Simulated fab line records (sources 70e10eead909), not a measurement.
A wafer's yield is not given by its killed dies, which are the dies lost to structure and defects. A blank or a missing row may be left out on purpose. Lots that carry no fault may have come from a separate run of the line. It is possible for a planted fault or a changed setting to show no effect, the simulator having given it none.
fab line records	flow nandHarc
record: lots: 24	wafers: 72	lastDay: 33
route steps=1302 shown P_ZERO_WELL@18 P_GATE@213 P_M2@344 P_BONDPAD@385 A_ONON_D1@445 A_CHANNEL_HOLE_D1@465
lots that met no fault: from a run of the same line without faults
startH: hours from the record's opening day to when the first of the lot's shown wafers began	waitH: hours from the lot's prior step to this one	" repeats the value in the row above	L1.1+2: one row covering several wafers at once	- no value present, or no start provided	* or withheld: withheld	< > ~ a bound
route shown NAME@n: a module of which the file shows steps, and the number in the route of the first	usual: average and standard deviation across the fault-free wafers	same: alike in all rows	chamber/n: place in a boat	sites: each site's reading	_std_site: how widely they spread, as a standard deviation	_edge_site: mean of outer sites minus mean of inner sites	radiusMm: for every site, how far away it sits from the centre of the wafer	mask NAME#n: copy n	behind: the last tool/chamber to shape the wafer	hold: the reason the lot was held/the length of the hold in hours/how it ended	device: transistor that didn't switch, given as n, p or np	end of line: tests run on the same wafers once the route is complete	a step with no rows: only its recipe	killed: count of dies lost to structure and defects at first sort (not the wafer's yield)	map: a wafer's dies, marking killed ones x, the rest . and places with no die _
set.NAME: the setting that was run; set.NAME@STEP: the one run at that earlier step	model.NAME: the simulator's own value behind a step, which no gauge read
steps of the route over a sample of lots; a table a step, a row a wafer
services: a tool's chamber out of use, with start hour (startH, from the record's first day; less than 0 if before it), hours out, and reason
== steps ==
step: NHARC_P_ZERO_WELL_ETCH_62
recipe: targetDepthA: 130	timeS: 6.5	chf3FlowSccm: 50	arFlowSccm: 200	rfW: 500	biasW: 200	chemistry: CHF3/Ar
usual: chamberPressureMTorr: 25.003/0.022	drypumpMotorCurrentA: 5.8/0.43	oesProductAu: 0.955/0.015	rfVppV: 369.4/1.9	showerheadPlenumPTorr: 2.29/0.077	throttleValvePct: 20.217/0.0094
lot.wafer	tool	chamber	startH	waitH	chamberPressureMTorr	drypumpMotorCurrentA	oesProductAu	rfHoursCounterH	rfVppV	showerheadPlenumPTorr	throttleValvePct
L074.4	rieDiel-11	0	-	-	25.006	6.3	0.947	36	371.9	2.36	20.223
L074.1	"	2	"	"	25.006	5.5	0.987	33	368.0	2.24	20.208
L074.5	"	1	"	"	24.996	5.8	0.955	-	370.6	2.32	20.204
L075.1	rieDiel-04	3	-	-	25.022	5.6	0.949	7	366.9	2.23	20.223
L075.6	"	0	"	"	25.014	6.6	0.979	-	372.9	2.42	20.222
L075.5	"	1	"	"	24.979	5.7	0.963	-	371.2	2.40	20.230
L076.4	rieDiel-11	1	-	-	24.963	5.8	0.951	40	370.7	2.32	20.188
L076.2	"	3	"	"	25.012	5.4	0.943	46	366.8	2.19	20.204
L076.3	"	0	"	"	24.974	6.3	0.926	43	371.4	2.35	20.224
L077.2	rieDiel-04	1	-	-	24.973	5.6	0.951	11	370.8	2.40	20.224
L077.5	"	1	"	"	25.019	5.6	0.958	-	372.1	2.40	20.239
L077.6	"	2	"	"	24.965	5.6	0.992	-	369.2	2.33	20.218
L078.1	rieDiel-11	0	-	-	25.026	6.3	0.938	50	370.5	2.35	20.217
L078.3	"	1	"	"	24.988	5.8	0.958	47	369.1	2.32	20.226
L078.5	"	3	"	"	25.004	5.4	0.955	-	367.3	2.19	20.216
L079.3	rieDiel-05	0	-	-	25.062	6.7	0.937	4	368.0	2.24	20.203
L079.5	"	2	"	"	25.012	6.2	0.924	-	371.8	2.42	20.213
L079.6	"	0	"	"	25.009	6.7	0.938	-	369.8	2.24	20.230
L080.4	rieDiel-04	2	-	-	24.967	5.6	0.958	24	370.5	2.33	20.226
L080.5	"	3	"	"	24.940	5.6	0.945	-	367.4	2.22	20.216
L080.6	"	0	"	"	24.985	6.6	0.963	-	373.0	2.42	20.218
L081.2	rieDiel-05	1	-	-	25.004	5.3	0.942	12	371.8	2.28	20.217
L081.3	"	2	"	"	25.015	6.2	0.945	14	371.5	2.42	20.214
L081.1	"	3	"	"	25.022	5.7	0.969	13	368.1	2.25	20.224
L082.4	rieDiel-05	1	-	-	24.992	5.3	0.950	18	371.0	2.28	20.219
L082.3	"	3	"	"	25.013	5.8	0.947	17	367.8	2.24	20.226
L082.5	"	2	"	"	25.031	6.2	0.958	-	372.4	2.42	20.217
L083.1	rieDiel-11	3	-	-	25.025	5.3	0.962	7	365.5	2.18	20.217
L083.4	"	1	"	"	25.006	5.8	0.959	-	369.7	2.31	20.215
L083.6	"	3	"	"	25.000	5.4	0.963	-	367.3	2.18	20.214
L084.3	rieDiel-11	1	-	-	24.978	5.8	0.966	10	369.1	2.31	20.218
L084.2	"	3	"	"	24.991	5.4	0.960	9	367.2	2.18	20.209
L084.6	"	0	"	"	24.974	6.2	0.964	-	369.6	2.35	20.218
L085.3	rieDiel-11	0	-	-	25.078	6.2	0.966	12	370.7	2.34	20.215
L085.2	"	1	"	"	25.022	5.8	0.957	12	370.2	2.31	20.219
L085.4	"	3	"	"	24.990	5.4	0.976	-	366.4	2.18	20.232
L086.1	rieDiel-05	1	-	-	24.988	5.3	0.960	30	369.2	2.27	20.226
L086.4	"	2	"	"	24.989	6.2	0.934	32	371.8	2.41	20.211
L086.6	"	0	"	"	25.020	6.7	0.964	-	370.0	2.23	20.198
L087.2	rieDiel-05	2	-	-	24.979	6.2	0.934	37	370.7	2.41	20.232
L087.4	"	0	"	"	25.002	6.7	0.946	34	367.6	2.23	20.222
L087.5	"	3	"	"	25.004	5.8	0.944	-	369.5	2.24	20.212
L088.3	rieDiel-11	1	-	-	25.020	5.8	0.954	21	370.6	2.31	20.222
L088.2	"	3	"	"	25.011	5.4	0.939	20	366.2	2.18	20.221
L088.5	"	0	"	"	25.003	6.3	0.938	-	369.9	2.34	20.210
L089.4	rieDiel-04	1	-	-	25.014	5.7	0.923	46	369.5	2.39	20.210
L089.3	"	0	"	"	24.986	6.6	0.947	49	371.8	2.41	20.220
L089.5	"	2	"	"	25.055	5.6	0.933	-	369.7	2.32	20.207
L090.1	rieDiel-05	3	-	-	24.965	5.8	0.950	45	367.2	2.24	20.207
L090.3	"	2	"	"	25.014	6.2	0.946	46	372.7	2.41	20.210
L090.6	"	3	"	"	25.000	5.7	0.935	-	368.4	2.23	20.202
L091.1	rieDiel-11	2	-	-	25.003	5.5	0.951	27	368.4	2.22	20.222
L091.3	"	3	"	"	25.016	5.4	0.954	33	365.6	2.17	20.218
L091.4	"	0	"	"	24.995	6.3	0.930	31	369.4	2.34	20.215
L092.2	rieDiel-04	3	-	-	25.015	5.6	0.977	2	368.7	2.21	20.217
L092.1	"	0	"	"	24.997	6.6	0.975	2	371.0	2.40	20.220
L092.5	"	2	"	"	24.997	5.6	0.972	-	370.4	2.32	20.224
L093.3	rieDiel-04	3	-	-	24.996	5.6	0.968	4	366.5	2.21	20.232
L093.6	"	0	"	"	24.950	6.6	0.985	-	372.8	2.40	20.221
L093.5	"	1	"	"	25.028	5.6	0.970	-	371.0	2.38	20.208
L094.4	rieDiel-11	1	-	-	25.008	5.8	0.944	48	367.6	2.30	20.215
L094.1	"	2	"	"	24.985	5.5	0.985	37	367.4	2.22	20.200
L094.5	"	0	"	"	25.022	6.3	0.960	-	370.3	2.33	20.225
L095.2	rieDiel-11	2	-	-	24.971	5.5	0.971	39	367.0	2.22	20.205
L095.6	"	3	"	"	25.037	5.4	0.961	-	366.1	2.17	20.237
L095.5	"	0	"	"	24.987	6.2	0.976	-	369.1	2.33	20.222
L096.1	rieDiel-11	3	-	-	25.001	5.4	0.945	47	366.7	2.17	20.230
L096.5	"	2	"	"	24.995	5.5	0.947	-	367.4	2.22	20.212
L096.6	"	3	"	"	24.971	5.4	0.934	-	367.2	2.17	20.202
L097.1	rieDiel-11	2	-	-	24.986	5.5	0.972	48	367.4	2.22	20.221
L097.4	"	1	"	"	24.998	5.8	0.943	59	369.3	2.29	20.211
L097.5	"	2	"	"	25.003	5.5	0.969	-	368.0	2.22	20.217
step: NHARC_P_GATE_RTA_80
recipe: tempC: 300	timeS: 30
usual: lampPowerPct: 2.03/0.26	lamp_zone_3_pct: 2.03/0.26	wafer_temp_C_max: 301.8/0.73
lot.wafer	tool	chamber	startH	waitH	lampPowerPct	lamp_zone_3_pct	wafer_temp_C_max
L074.1	rtpAnneal-02	0	114.98	-	1.77	1.77	302.4
L074.4	"	0	"	"	1.77	1.77	302.8
L074.5	"	0	"	"	1.77	1.77	302.9
L075.1	rtpAnneal-01	0	122.12	-	2.29	2.29	300.9
L075.5	"	0	"	"	2.29	2.29	300.9
L075.6	"	0	"	"	2.29	2.29	301.0
L076.2	rtpAnneal-02	0	135.37	-	1.77	1.77	302.2
L076.3	"	0	"	"	1.77	1.77	302.2
L076.4	"	0	"	"	1.77	1.77	302.0
L077.2	rtpAnneal-01	0	139.78	-	2.28	2.29	301.1
L077.5	"	0	"	"	2.28	2.29	300.9
L077.6	"	0	"	"	2.29	2.29	301.2
L078.1	rtpAnneal-02	0	151.23	-	1.77	1.77	302.3
L078.3	"	0	"	"	1.77	1.77	302.7
L078.5	"	0	"	"	1.77	1.77	302.1
L079.3	rtpAnneal-01	0	162.06	-	2.28	2.28	300.6
L079.5	"	0	"	"	2.28	2.28	301.0
L079.6	"	0	"	"	2.28	2.28	300.7
L080.4	rtpAnneal-01	0	178.24	-	2.29	2.29	301.6
L080.5	"	0	"	"	2.28	2.29	300.9
L080.6	"	0	"	"	2.29	2.28	301.7
L081.1	rtpAnneal-02	0	185.64	-	1.77	1.77	301.2
L081.2	"	0	"	"	1.77	1.77	304.1
L081.3	"	0	"	"	1.77	1.77	302.1
L082.3	rtpAnneal-02	0	193.88	-	1.78	1.77	302.2
L082.4	"	0	"	"	1.78	1.78	302.0
L082.5	"	0	"	"	1.78	1.78	301.3
L083.1	rtpAnneal-02	0	208.75	-	1.77	1.77	303.0
L083.4	"	0	"	"	1.77	1.77	302.6
L083.6	"	0	"	"	1.77	1.77	302.4
L084.2	rtpAnneal-01	0	216.32	-	2.29	2.29	301.4
L084.3	"	0	"	"	2.29	2.29	301.4
L084.6	"	0	"	"	2.29	2.29	301.4
L085.2	rtpAnneal-02	0	226.15	-	1.77	1.77	301.7
L085.3	"	0	"	"	1.77	1.77	302.3
L085.4	"	0	"	"	1.77	1.77	302.5
L086.1	rtpAnneal-02	0	229.60	-	1.77	1.77	301.8
L086.4	"	0	"	"	1.77	1.77	302.2
L086.6	"	0	"	"	1.77	1.77	302.2
L087.2	rtpAnneal-02	0	242.13	-	1.77	1.77	302.9
L087.4	"	0	"	"	1.77	1.77	303.7
L087.5	"	0	"	"	1.77	1.77	302.3
L088.2	rtpAnneal-02	0	267.12	-	1.77	1.77	302.2
L088.3	"	0	"	"	1.77	1.77	302.6
L088.5	"	0	"	"	1.77	1.77	303.0
L089.3	rtpAnneal-01	0	268.24	-	2.28	2.28	301.5
L089.4	"	0	"	"	2.28	2.28	301.6
L089.5	"	0	"	"	2.28	2.28	301.0
L090.1	rtpAnneal-01	0	277.65	-	2.28	2.28	300.6
L090.3	"	0	"	"	2.28	2.28	300.8
L090.6	"	0	"	"	2.28	2.28	300.7
L091.1	rtpAnneal-01	0	280.67	-	2.28	2.28	300.8
L091.3	"	0	"	"	2.28	2.28	301.5
L091.4	"	0	"	"	2.28	2.28	301.4
L092.1	rtpAnneal-01	0	295.54	-	2.28	2.28	301.2
L092.2	"	0	"	"	2.28	2.28	301.4
L092.5	"	0	"	"	2.28	2.28	301.4
L093.3	rtpAnneal-01	0	311.51	-	2.29	2.29	301.5
L093.5	"	0	"	"	2.29	2.29	301.3
L093.6	"	0	"	"	2.29	2.29	301.0
L094.1	rtpAnneal-01	0	311.97	-	2.29	2.28	301.2
L094.4	"	0	"	"	2.28	2.28	301.7
L094.5	"	0	"	"	2.28	2.28	301.2
L095.2	rtpAnneal-02	0	328.64	-	1.77	1.78	302.0
L095.5	"	0	"	"	1.77	1.77	302.6
L095.6	"	0	"	"	1.77	1.77	303.0
L096.1	rtpAnneal-02	0	332.58	-	1.77	1.77	302.8
L096.5	"	0	"	"	1.77	1.77	302.6
L096.6	"	0	"	"	1.77	1.77	302.3
L097.1	rtpAnneal-01	0	340.14	-	2.28	2.28	301.7
L097.4	"	0	"	"	2.28	2.28	301.0
L097.5	"	0	"	"	2.28	2.28	301.1
step: NHARC_P_M2_CMP_23
recipe: tOverpolishS: 20	targetThkNm: 144.3
usual: motorCurrentA: 11.4/1.2	timeToEndpointS: 27.1/2.4
lot.wafer	tool	chamber	startH	waitH	motorCurrentA	timeToEndpointS
L074.4	cmp-03	0	131.77	-	11.7	27.3
L074.1	"	1	"	"	9.6	28.7
L074.5	"	3	"	"	11.6	28.8
L075.1	cmp-03	2	139.54	-	12.6	26.6
L075.6	"	3	"	"	11.5	27.1
L075.5	"	0	"	"	12.7	26.9
L076.4	cmp-03	3	152.21	-	12.0	30.5
L076.3	"	1	"	"	9.5	29.0
L076.2	"	2	"	"	12.7	30.2
L077.2	cmp-03	1	157.60	-	10.0	27.6
L077.6	"	0	"	"	12.6	28.0
L077.5	"	1	"	"	9.5	26.9
L078.3	cmp-03	0	168.24	-	12.6	25.3
L078.1	"	2	"	"	13.4	24.2
L078.5	"	1	"	"	9.3	24.6
L079.3	cmp-02	0	179.10	-	10.7	31.7
L079.6	"	3	"	"	13.6	30.1
L079.5	"	0	"	"	10.5	29.6
L080.4	cmp-03	3	195.19	-	12.0	27.3
L080.6	"	2	"	"	12.8	26.2
L080.5	"	3	"	"	11.3	28.7
L081.1	cmp-02	1	203.02	-	10.9	28.1
L081.2	"	2	"	"	12.1	27.7
L081.3	"	3	"	"	13.3	29.2
L082.3	cmp-02	0	210.71	-	10.9	32.3
L082.4	"	2	"	"	11.6	28.8
L082.5	"	0	"	"	11.5	29.6
L083.4	cmp-04	1	225.45	-	12.0	25.1
L083.1	"	0	"	"	9.9	24.1
L083.6	"	2	"	"	12.3	23.6
L084.2	cmp-04	3	233.13	-	10.5	26.4
L084.3	"	1	"	"	11.8	26.9
L084.6	"	2	"	"	12.7	27.5
L085.3	cmp-04	3	243.15	-	10.4	27.7
L085.4	"	0	"	"	9.8	27.7
L085.2	"	1	"	"	11.9	26.3
L086.4	cmp-02	2	246.56	-	12.3	21.0
L086.1	"	3	"	"	13.2	25.7
L086.6	"	0	"	"	10.7	27.1
L087.2	cmp-03	1	258.95	-	9.7	27.0
L087.4	"	2	"	"	12.5	25.7
L087.5	"	1	"	"	10.0	31.1
L088.2	cmp-02	1	285.33	-	10.3	21.1
L088.3	"	2	"	"	11.9	24.1
L088.5	"	1	"	"	10.1	25.7
L089.4	cmp-04	1	285.99	-	11.6	25.6
L089.3	"	2	"	"	12.0	24.8
L089.5	"	1	"	"	11.9	25.0
L090.1	cmp-03	1	295.15	-	9.7	28.9
L090.3	"	0	"	"	11.9	25.4
L090.6	"	2	"	"	13.1	27.2
L091.3	cmp-04	3	297.75	-	10.7	30.0
L091.1	"	0	"	"	10.0	28.4
L091.4	"	1	"	"	11.8	28.5
L092.1	cmp-02	1	312.54	-	10.0	23.7
L092.2	"	0	"	"	11.2	25.8
L092.5	"	1	"	"	10.3	25.5
L093.3	cmp-02	0	328.22	-	10.8	25.0
L093.6	"	1	"	"	10.6	24.1
L093.5	"	2	"	"	11.9	23.6
L094.4	cmp-02	0	329.33	-	10.4	31.5
L094.1	"	3	"	"	12.9	28.4
L094.5	"	0	"	"	10.8	31.3
L095.2	cmp-03	2	345.69	-	13.3	25.5
L095.6	"	2	"	"	13.6	28.5
L095.5	"	3	"	"	12.4	24.2
L096.1	cmp-04	2	349.97	-	11.8	26.1
L096.6	"	0	"	"	9.6	30.9
L096.5	"	1	"	"	11.8	28.3
L097.1	cmp-04	0	357.20	-	10.0	30.4
L097.4	"	1	"	"	11.5	28.6
L097.5	"	0	"	"	9.8	29.8
step: NHARC_P_BONDPAD_INSPECT_23
usual: rawDefectCount: 340/120
lot.wafer	tool	chamber	startH	waitH	rawDefectCount
L074.1	defectInspect-02	-	136.61	0.0	212
L074.4	"	-	"	"	265
L074.5	"	-	"	"	250
L075.1	defectInspect-01	-	144.66	0.0	437
L075.5	"	-	"	"	159
L075.6	"	-	"	"	315
L076.2	defectInspect-01	-	157.38	0.0	670
L076.3	"	-	"	"	755
L076.4	"	-	"	"	687
L077.2	defectInspect-02	-	162.61	0.0	207
L077.5	"	-	"	"	206
L077.6	"	-	"	"	188
L078.1	defectInspect-01	-	173.17	0.0	465
L078.3	"	-	"	"	253
L078.5	"	-	"	"	264
L079.3	defectInspect-01	-	184.27	0.0	435
L079.5	"	-	"	"	354
L079.6	"	-	"	"	472
L080.4	defectInspect-01	-	200.50	0.0	427
L080.5	"	-	"	"	271
L080.6	"	-	"	"	296
L081.1	defectInspect-02	-	208.15	0.0	181
L081.2	"	-	"	"	254
L081.3	"	-	"	"	234
L082.3	defectInspect-02	-	215.61	0.0	359
L082.4	"	-	"	"	420
L082.5	"	-	"	"	335
L083.1	defectInspect-02	-	230.37	0.0	268
L083.4	"	-	"	"	273
L083.6	"	-	"	"	249
L084.2	defectInspect-01	-	237.97	0.0	326
L084.3	"	-	"	"	354
L084.6	"	-	"	"	363
L085.2	defectInspect-01	-	248.20	0.0	113
L085.3	"	-	"	"	354
L085.4	"	-	"	"	398
L086.1	defectInspect-02	-	251.46	0.0	573
L086.4	"	-	"	"	305
L086.6	"	-	"	"	572
L087.2	defectInspect-02	-	264.01	0.0	270
L087.4	"	-	"	"	233
L087.5	"	-	"	"	235
L088.2	defectInspect-01	-	290.46	0.0	328
L088.3	"	-	"	"	263
L088.5	"	-	"	"	476
L089.3	defectInspect-02	-	291.47	0.0	431
L089.4	"	-	"	"	327
L089.5	"	-	"	"	246
L090.1	defectInspect-01	-	300.15	0.0	317
L090.3	"	-	"	"	262
L090.6	"	-	"	"	203
L091.1	defectInspect-02	-	302.85	0.0	220
L091.3	"	-	"	"	279
L091.4	"	-	"	"	411
L092.1	defectInspect-01	-	317.65	0.0	372
L092.2	"	-	"	"	458
L092.5	"	-	"	"	617
L093.3	defectInspect-01	-	333.12	0.0	387
L093.5	"	-	"	"	385
L093.6	"	-	"	"	274
L094.1	defectInspect-01	-	334.29	0.0	344
L094.4	"	-	"	"	285
L094.5	"	-	"	"	400
L095.2	defectInspect-01	-	350.81	0.0	175
L095.5	"	-	"	"	299
L095.6	"	-	"	"	329
L096.1	defectInspect-01	-	355.05	0.0	248
L096.5	"	-	"	"	303
L096.6	"	-	"	"	383
L097.1	defectInspect-01	-	362.29	0.0	448
L097.4	"	-	"	"	359
L097.5	"	-	"	"	361
step: NHARC_A_ONON_D1_THK_MEAS_30
recipe: thkMeasGauge: ellipsometry
usual: thkNm: 998/12
lot.wafer	tool	chamber	startH	waitH	thkNm
L074.1	filmMetro-01	-	175.36	-	990
L074.4	"	-	"	"	990
L074.5	"	-	"	"	991
L075.1	filmMetro-01	-	182.27	-	997
L075.5	"	-	"	"	998
L075.6	"	-	"	"	996
L076.2	filmMetro-01	-	195.86	-	1012
L076.3	"	-	"	"	1010
L076.4	"	-	"	"	1012
L077.2	filmMetro-02	-	204.15	-	989
L077.5	"	-	"	"	990
L077.6	"	-	"	"	991
L078.1	filmMetro-01	-	209.79	-	994
L078.3	"	-	"	"	993
L078.5	"	-	"	"	995
L079.3	filmMetro-02	-	221.90	-	1007
L079.5	"	-	"	"	1008
L079.6	"	-	"	"	1007
L080.4	filmMetro-01	-	239.30	-	1014
L080.5	"	-	"	"	1012
L080.6	"	-	"	"	1014
L081.1	filmMetro-02	-	247.32	-	996
L081.2	"	-	"	"	994
L081.3	"	-	"	"	994
L082.3	filmMetro-01	-	251.45	-	1007
L082.4	"	-	"	"	1007
L082.5	"	-	"	"	1007
L083.1	filmMetro-01	-	269.22	-	992
L083.4	"	-	"	"	993
L083.6	"	-	"	"	991
L084.2	filmMetro-02	-	275.77	-	1002
L084.3	"	-	"	"	1003
L084.6	"	-	"	"	1000
L085.2	filmMetro-01	-	283.57	-	1011
L085.3	"	-	"	"	1012
L085.4	"	-	"	"	1013
L086.1	filmMetro-02	-	291.99	-	967
L086.4	"	-	"	"	966
L086.6	"	-	"	"	964
L087.2	filmMetro-01	-	300.20	-	994
L087.4	"	-	"	"	992
L087.5	"	-	"	"	995
L089.3	filmMetro-01	-	327.31	-	1011
L089.4	"	-	"	"	1010
L089.5	"	-	"	"	1011
L088.2	filmMetro-02	-	327.37	-	1009
L088.3	"	-	"	"	1010
L088.5	"	-	"	"	1010
L091.1	filmMetro-01	-	336.40	-	1005
L091.3	"	-	"	"	1005
L091.4	"	-	"	"	1005
L090.1	filmMetro-02	-	336.41	-	983
L090.3	"	-	"	"	982
L090.6	"	-	"	"	985
L092.1	filmMetro-02	-	353.17	-	984
L092.2	"	-	"	"	986
L092.5	"	-	"	"	988
L094.1	filmMetro-01	-	372.11	-	1000
L094.4	"	-	"	"	998
L094.5	"	-	"	"	1001
L093.3	filmMetro-02	-	372.13	-	980
L093.5	"	-	"	"	980
L093.6	"	-	"	"	980
L095.2	filmMetro-01	-	390.20	-	1005
L095.5	"	-	"	"	1004
L095.6	"	-	"	"	1005
L096.1	filmMetro-02	-	390.21	-	1017
L096.5	"	-	"	"	1015
L096.6	"	-	"	"	1014
L097.1	filmMetro-01	-	398.17	-	998
L097.4	"	-	"	"	997
L097.5	"	-	"	"	995
step: NHARC_A_CHANNEL_HOLE_D1_DESCUM_15
recipe: timeS: 3	o2FlowSccm: 200	arFlowSccm: 0	biasPowerW: 0	chemistry: O2
usual: chamberPressureMTorr: 60.00/0.056	drypumpMotorCurrentA: 5.9/0.41	oesProductAu: 0.995/0.0098	rfVppV: 57.8/0.85	showerheadPlenumPTorr: 1.88/0.088	throttleValvePct: 11.310/0.0088
lot.wafer	tool	chamber	startH	waitH	chamberPressureMTorr	drypumpMotorCurrentA	oesProductAu	rfHoursCounterH	rfVppV	showerheadPlenumPTorr	throttleValvePct
L074.4	rieDiel-05	2	179.78	0.1	60.00	6.2	0.998	45	58.3	1.97	11.309
L074.1	"	3	"	"	59.94	5.8	0.989	45	58.5	1.82	11.319
L074.5	"	2	"	"	59.99	6.2	0.991	-	58.0	1.97	11.311
L075.1	rieDiel-08	1	185.65	0.1	59.99	6.2	1.008	13	58.6	1.85	11.313
L075.5	"	3	"	"	59.99	6.3	1.020	-	58.2	2.06	11.309
L075.6	"	0	"	"	60.00	5.5	1.009	-	57.1	1.79	11.300
L076.3	rieDiel-08	0	201.80	0.1	59.98	5.5	0.991	0	56.2	1.79	11.314
L076.4	"	1	"	"	60.13	6.2	0.980	0	56.3	1.84	11.310
L076.2	"	2	"	"	59.95	5.6	0.999	0	56.5	1.90	11.314
L077.2	rieDiel-08	2	209.39	0.1	60.10	5.6	0.985	1	59.2	1.90	11.304
L077.5	"	2	"	"	59.92	5.6	0.990	-	57.5	1.90	11.315
L077.6	"	3	"	"	59.93	6.3	0.986	-	56.8	2.05	11.308
L078.3	rieDiel-08	0	213.13	0.1	59.94	5.5	0.992	2	56.5	1.79	11.305
L078.1	"	1	"	"	60.00	6.2	0.988	2	57.2	1.84	11.322
L078.5	"	1	"	"	60.06	6.2	0.986	-	57.2	1.84	11.305
L079.3	rieDiel-05	3	225.38	0.1	60.04	5.8	1.003	58	57.5	1.82	11.309
L079.5	"	1	"	"	59.98	5.3	0.984	-	57.2	1.84	11.302
L079.6	"	2	"	"	60.00	6.2	0.982	-	59.0	1.96	11.305
L080.4	rieDiel-08	0	242.77	0.1	59.97	5.5	0.997	4	56.9	1.79	11.323
L080.6	"	2	"	"	59.94	5.6	0.996	-	59.2	1.90	11.308
L080.5	"	3	"	"	60.08	6.3	0.985	-	58.8	2.05	11.314
L081.3	rieDiel-08	2	252.25	0.1	59.99	5.6	0.994	4	57.4	1.90	11.296
L081.2	"	3	"	"	59.96	6.3	0.982	5	58.7	2.05	11.311
L081.1	"	0	"	"	59.96	5.5	0.992	5	57.5	1.79	11.308
L082.4	rieDiel-08	0	255.69	0.1	59.93	5.5	1.009	5	56.5	1.79	11.320
L082.3	"	2	"	"	59.92	5.6	0.998	5	58.0	1.90	11.322
L082.5	"	0	"	"	59.95	5.5	1.011	-	57.5	1.79	11.314
L083.4	rieDiel-08	0	273.63	0.1	59.98	5.5	0.993	7	57.1	1.79	11.306
L083.1	"	1	"	"	60.04	6.2	0.983	6	57.8	1.84	11.312
L083.6	"	2	"	"	60.03	5.6	0.993	-	58.0	1.90	11.317
L084.3	rieDiel-08	0	280.13	0.1	59.94	5.5	0.994	7	57.9	1.79	11.316
L084.2	"	1	"	"	60.00	6.2	0.992	7	57.4	1.84	11.303
L084.6	"	0	"	"	59.93	5.5	0.998	-	57.5	1.79	11.303
L085.4	rieDiel-04	2	288.16	0.1	59.97	5.6	1.006	31	57.3	1.88	11.324
L085.2	"	3	"	"	59.95	5.6	1.010	34	56.2	1.79	11.315
L085.3	"	1	"	"	60.04	5.6	1.006	24	59.4	1.94	11.303
L086.1	rieDiel-08	2	295.81	0.1	60.11	5.6	0.990	8	56.4	1.90	11.310
L086.4	"	1	"	"	60.08	6.2	0.997	9	57.5	1.84	11.314
L086.6	"	3	"	"	59.97	6.3	0.982	-	57.3	2.05	11.308
L087.2	rieDiel-05	1	303.68	0.1	60.02	5.3	1.016	19	57.0	1.84	11.299
L087.4	"	3	"	"	60.09	5.8	0.994	21	56.3	1.81	11.314
L087.5	"	1	"	"	59.94	5.3	1.009	-	56.9	1.84	11.311
L089.4	rieDiel-08	1	331.88	0.1	60.02	6.2	0.981	-	57.6	1.84	11.314
L089.3	"	0	"	"	59.97	5.5	0.992	-	56.6	1.79	11.307
L089.5	"	1	"	"	59.98	6.2	0.981	-	58.1	1.84	11.305
L088.2	rieDiel-08	0	332.09	0.1	60.08	5.5	0.992	12	57.4	1.79	11.311
L088.3	"	0	"	"	59.99	5.5	0.997	-	58.0	1.79	11.324
L088.5	"	0	"	"	59.96	5.5	0.996	-	58.7	1.79	11.316
L091.1	rieDiel-08	0	339.89	0.1	60.04	5.5	1.000	14	58.1	1.79	11.288
L091.3	"	1	"	"	60.11	6.2	0.994	14	59.2	1.84	11.293
L091.4	"	2	"	"	60.02	5.6	0.988	-	57.4	1.90	11.307
L090.3	rieDiel-05	3	340.30	0.1	60.03	5.8	1.000	29	58.5	1.81	11.318
L090.1	"	0	"	"	60.05	6.7	1.008	29	56.9	1.80	11.304
L090.6	"	1	"	"	59.97	5.3	1.007	-	57.5	1.83	11.306
L092.2	rieDiel-08	1	359.93	0.1	60.02	6.2	0.989	16	57.6	1.84	11.295
L092.1	"	2	"	"	60.09	5.6	0.987	13	58.0	1.90	11.324
L092.5	"	1	"	"	60.09	6.2	0.985	-	58.6	1.84	11.313
L094.4	rieDiel-05	1	376.31	0.1	60.00	5.3	0.997	39	57.0	1.83	11.320
L094.1	"	2	"	"	59.98	6.2	0.990	40	58.9	1.95	11.314
L094.5	"	1	"	"	60.10	5.3	1.002	-	58.0	1.83	11.305
L093.3	rieDiel-04	3	376.75	0.1	60.02	5.6	1.003	4	58.3	1.78	11.327
L093.5	"	2	"	"	60.03	5.6	1.009	-	56.9	1.87	11.315
L093.6	"	3	"	"	59.99	5.6	1.002	-	57.2	1.78	11.318
L095.2	rieDiel-08	3	393.54	0.1	60.00	6.3	0.994	1	58.4	2.05	11.319
L095.5	"	0	"	"	60.08	5.5	0.988	-	56.6	1.79	11.308
L095.6	"	1	"	"	59.93	6.2	0.997	-	56.9	1.84	11.306
L096.1	rieDiel-05	2	394.25	0.1	60.05	6.2	0.997	46	58.5	1.95	11.291
L096.6	"	1	"	"	59.97	5.3	0.986	-	58.0	1.83	11.317
L096.5	"	2	"	"	59.95	6.2	0.984	-	56.5	1.95	11.311
L097.4	rieDiel-08	3	404.69	0.1	60.00	6.3	1.006	2	58.8	2.05	11.309
L097.1	"	1	"	"	59.93	6.2	0.992	3	58.8	1.84	11.315
L097.5	"	3	"	"	60.01	6.3	1.009	-	57.8	2.05	11.312
== services ==
tool	chamber	startH	hours	kind
rieDiel-11	2	1.29	6.1	repair
rtpAnneal-02	-	12.00	12.0	pm
rieDiel-08	-	13.80	9.0	pm
rieDiel-05	3	26.21	5.3	repair
rieDiel-05	-	43.15	0.7	repair
rieDiel-05	-	52.66	9.0	pm
rieDiel-08	2	62.54	4.6	repair
rieDiel-05	-	64.39	0.2	repair
rieDiel-05	3	66.00	6.1	repair
rieDiel-11	-	79.46	9.0	pm
rieDiel-08	1	98.42	3.5	repair
rieDiel-11	-	99.96	0.5	repair
rieDiel-05	-	103.48	0.1	repair
rieDiel-11	2	109.90	2.3	repair
rieDiel-08	2	129.59	10.0	repair
rieDiel-08	-	190.80	9.0	pm
rieDiel-08	-	235.63	0.2	repair
rieDiel-08	-	267.18	4.9	repair
rieDiel-08	1	282.07	4.5	repair
rieDiel-08	2	317.57	15.8	repair
rieDiel-08	3	318.71	36.2	repair
rieDiel-08	0	351.33	5.7	repair
rieDiel-08	-	367.80	9.0	pm
rieDiel-08	3	381.38	3.0	repair
== key ==
fault none
